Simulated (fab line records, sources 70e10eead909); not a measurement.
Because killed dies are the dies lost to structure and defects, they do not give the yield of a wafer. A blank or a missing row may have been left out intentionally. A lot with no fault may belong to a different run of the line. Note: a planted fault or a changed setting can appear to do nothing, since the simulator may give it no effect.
Chamber matching -- flow nandHarc -- 4 sister chambers for NHARC_A_STAIRCASE_TRIM_12 on rieDiel-11
The step chemistry O2, time 211.2 s. 14 wafers are shown with their chamber, then 7 later ones without.

== EACH WAFER AND ITS CHAMBER ==
wafer,chamber,drypumpMotorCurrentA (A),showerheadPlenumPTorr (Torr),oesProductAu (a.u.)
L075.3,3,5.9,3.38,1.000
L075.5,3,5.9,3.38,0.992
L075.6,2,5.3,3.40,1.000
L077.1,1,5.6,3.30,1.016
L077.2,3,5.8,3.37,0.999
L077.3,2,5.3,3.40,0.998
L082.1,1,5.6,3.29,1.004
L082.4,3,5.8,3.36,0.997
L082.5,2,5.3,3.39,1.010
L085.1,1,5.6,3.28,1.021
L085.2,2,5.3,3.39,1.004
L085.4,3,5.9,3.36,1.016
L086.1,0,6.3,3.44,0.997
L086.2,2,5.3,3.39,0.999

SIGNATURES (averages over the wafers above)
reading,chamber 0,chamber 1,chamber 2,chamber 3,scatter within a chamber
drypumpMotorCurrentA,6.300,5.600,5.300,5.860,0.0346
showerheadPlenumPTorr,3.4400,3.2900,3.3940,3.3700,0.00849
oesProductAu,0.99700,1.01367,1.00220,1.00080,0.00759
Rule: for each reading, subtract the chamber's mean from the wafer's reading, divide by that reading's scatter and square the result; add these up over the readings and take the root, which gives the wafer's distance from the chamber. The wafer belongs to the nearest chamber; if the next one is less than 2 further off, it can't be placed. How the scatter is found: for the shown wafers, subtract from each reading the mean of its chamber, square and add these, divide the total by (wafers less chambers), then take the root.

== WAFERS WHOSE CHAMBER IS MISSING ==
wafer,drypumpMotorCurrentA (A),showerheadPlenumPTorr (Torr),oesProductAu (a.u.)
L086.5,5.3,3.39,0.998
L094.2,5.3,3.37,1.003
L094.3,5.9,3.35,1.007
L094.5,5.3,3.37,1.015
L097.1,5.6,3.26,1.009
L097.3,6.3,3.43,1.004
L097.4,5.3,3.37,1.012

== EACH ONE'S CHAMBER ==
wafer,from the rows above,in truth
L086.5,2,2
L094.2,2,2
L094.3,3,3
L094.5,2,2
L097.1,1,1
L097.3,0,0
L097.4,2,2
7 of 7 placed correctly. Number that these rows cannot place: 0. Wrongly placed: 0.
